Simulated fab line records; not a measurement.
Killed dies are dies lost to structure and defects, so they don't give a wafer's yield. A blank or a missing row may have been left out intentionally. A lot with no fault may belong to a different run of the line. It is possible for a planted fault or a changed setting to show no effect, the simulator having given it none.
A struck lot beside a sound one    flow n5-finfet    37 out of 1938 route steps
Sound: the wafers L933.1, L933.4, L933.6. Struck: wafer L926.5 (left out: L926.6, a lot-mate that was not struck); the cause follows at the end.
For every step that has rows: the tool of each side, followed by ch and its chambers, followed by its first start. Under that, the readings that differ: sound wafers    struck wafers    difference of the means    sigmas: that difference in standard deviations of wafers without a fault.
alike: readings with means less than 2 such deviations apart, plus words and numbers identical on both sides. not compared: withheld readings, readings lacking a value on some wafer, bounds such as >300 that could conceal the same value, and numbers that have no deviation in the record and whose values overlap.
The two part at a step that has a row with sigmas, a row that says differs or no value, or rows on one side only. Numbers that don't overlap but have no deviation are shown without sigmas and don't part them. A reading that every wafer of one side lacks parts them only if that side has two wafers or more.

first, 9 steps without rows for these wafers: N5_STI_FIN_REVEAL_STRIP_35 (strips Si3N4 in H3PO4, target depth 4 nm, time 39 s); N5_STI_FIN_REVEAL_SRD_21 (time 30 s); N5_STI_FIN_REVEAL_OXIDATION_33 (chemistry O2 PLASMA REMOTE, time 20 s); N5_STI_FIN_REVEAL_CLEAN_19 (cleans in O3/DIW, time 120 s); N5_STI_FIN_REVEAL_SRD_23 (time 30 s); N5_STI_FIN_REVEAL_PRECLEAN_18 (cleans in SC2, time 45 s); N5_STI_FIN_REVEAL_SRD_28 (time 30 s); N5_DUMMY_GATE_PRECLEAN_00 (cleans in O3/DIW, time 60 s); N5_DUMMY_GATE_SRD_01 (time 30 s).
N5_DUMMY_GATE_ALD_02: deposits SiO2, target thk 2 nm, pulse time 1 s.
  sound on ald-sin-04 ch 2,3, day 6 20:58; struck on ald-sin-02 ch 3, day 5 04:31
reading                                      sound  struck  difference  sigmas
model.SiO2_of_DUMMY_GATE_ALD_02.thk-nm (nm)  2 2 2  2.6     +0.6        
  alike: heater-power-outer-w, heater-power-w, precursor-pulse-height-rel
then, 24 steps without rows for these wafers: N5_DUMMY_GATE_CVD_03 (deposits a-Si from SiH4, target thk 150 nm, time 8042 s); N5_DUMMY_GATE_PRECLEAN_46 (cleans in DIW, time 89.5 s); N5_DUMMY_GATE_SRD_47 (dry time 32 s); N5_DUMMY_GATE_CMP_04 (polishes a-Si); N5_DUMMY_GATE_HM_DEP_06 (deposits SiNx from DCS/NH3, target thk 80 nm, time 5141 s); N5_DUMMY_GATE_PECVD_30 (deposits SiO2 from TEOS/O2, target thk 55 nm, time 10.8 s); N5_DUMMY_GATE_COAT_34 (time 60 s, resist thk 60 nm); N5_DUMMY_GATE_COAT_35 (time 60 s, resist thk 10 nm); N5_DUMMY_GATE_COAT_28 (time 60 s, resist thk 10 nm); N5_DUMMY_GATE_COAT_09 (resist thk 30 nm); N5_DUMMY_GATE_EBR_11; N5_DUMMY_GATE_SOFTBAKE_10 (time 60 s); N5_DUMMY_GATE_EXPOSE_12 (exposes mask GATE, target cd 25 nm); N5_DUMMY_GATE_PEB_13 (peb time 60 s); N5_DUMMY_GATE_DEVELOP_14 (develop time 30 s); N5_DUMMY_GATE_DESCUM_20 (chemistry O2, time 6.2 s); N5_DUMMY_GATE_ETCH_29 (etches underlayer in N2/H2, target depth 13 nm); N5_DUMMY_GATE_ETCH_36 (etches SiARC in CF4, target depth 13 nm); N5_DUMMY_GATE_ETCH_37 (etches SOC in N2/H2, target depth 60 nm, overetch 30 nm); N5_DUMMY_GATE_STRIP_38 (strips in N2/H2); N5_DUMMY_GATE_STRIP_39 (strips in N2/H2); N5_DUMMY_GATE_TRIM_49 (chemistry O2, time 29 s, target cd 14 nm); N5_DUMMY_GATE_STRIP_40 (strips in CF4); N5_DUMMY_GATE_ETCH_31 (etches SiO2 in C4F6/O2, target depth 82.5 nm, time 27.5 s).
N5_DUMMY_GATE_ETCH_44: etches poly-Si in HBr/O2, stops on SiO2, target depth 127.5 nm.
  sound on rie-si-05 ch 1,2,3, day 7 06:22; struck on rie-si-03 ch 1, day 5 16:55
reading                                      sound  struck  difference  sigmas
model.SiO2_of_DUMMY_GATE_ALD_02.thk-nm (nm)  2 2 2  2.6     +0.6        
  alike: drypump-motor-current-A, oes-product-au, throttle-valve-pct
  not compared: rf-hours-counter-h
-- the record jumps here: 5 days lie between the struck wafers' starts before and after (it left off in module DUMMY_GATE and takes up again in module BEOL_M4, whose first step shown is number 1111 of the route) --
N5_BEOL_M4_RC_MEAS_101:
  sound on prober-02 ch 0, day 12 17:56; struck on prober-01 ch 0, day 10 22:07
reading          sound                 struck  difference  sigmas
EOT_N            10.54 10.40 10.23     11.61   +1.22       +12
EOT_P            10.46 10.36 10.22     11.67   +1.32       +13
IGATE_N (nA/um)  0.0116 0.0135 0.0150  0.0039  -0.0095     -6
IGATE_P (nA/um)  0.0035 0.0041 0.0045  0.0011  -0.0029     -6
SS_P (mV/dec)    71.9 72.3 72.0        73.7    +1.6        +3
  alike: DIBL_N, DIBL_P, IOFF_N, IOFF_P, ION_N, ION_P, SS_N, VT_N, VT_P
-- a jump in the record: the struck wafers' starts before and after are 5 days apart (it breaks off in module BEOL_M4 and resumes in module PASSIVATION, where the first step shown is number 1936 of the route) --
N5_PASSIVATION_PROBE_49:
  sound: prober-02 at day 17 09:50; struck: prober-01 at day 15 11:38
  alike: defect-limited-yield, killed_at_M0_to_M3, killed_at_M4_up, killed-at-contacts, killed-at-front-end, killed-at-other, killed-dies, killed-open, killed-short, sort_bin_5_function, sort_bin_6_memory, sort_bin_8_speed, sort-n-pass, sort-yield-pct
  not compared: sort_bin_4_leakage

## WHERE THEY PART
Within this record, at N5_BEOL_M4_RC_MEAS_101 only. Later steps at which nothing parts them and some readings are alike: N5_PASSIVATION_PROBE_49.

WHY: whatever the simulator had introduced
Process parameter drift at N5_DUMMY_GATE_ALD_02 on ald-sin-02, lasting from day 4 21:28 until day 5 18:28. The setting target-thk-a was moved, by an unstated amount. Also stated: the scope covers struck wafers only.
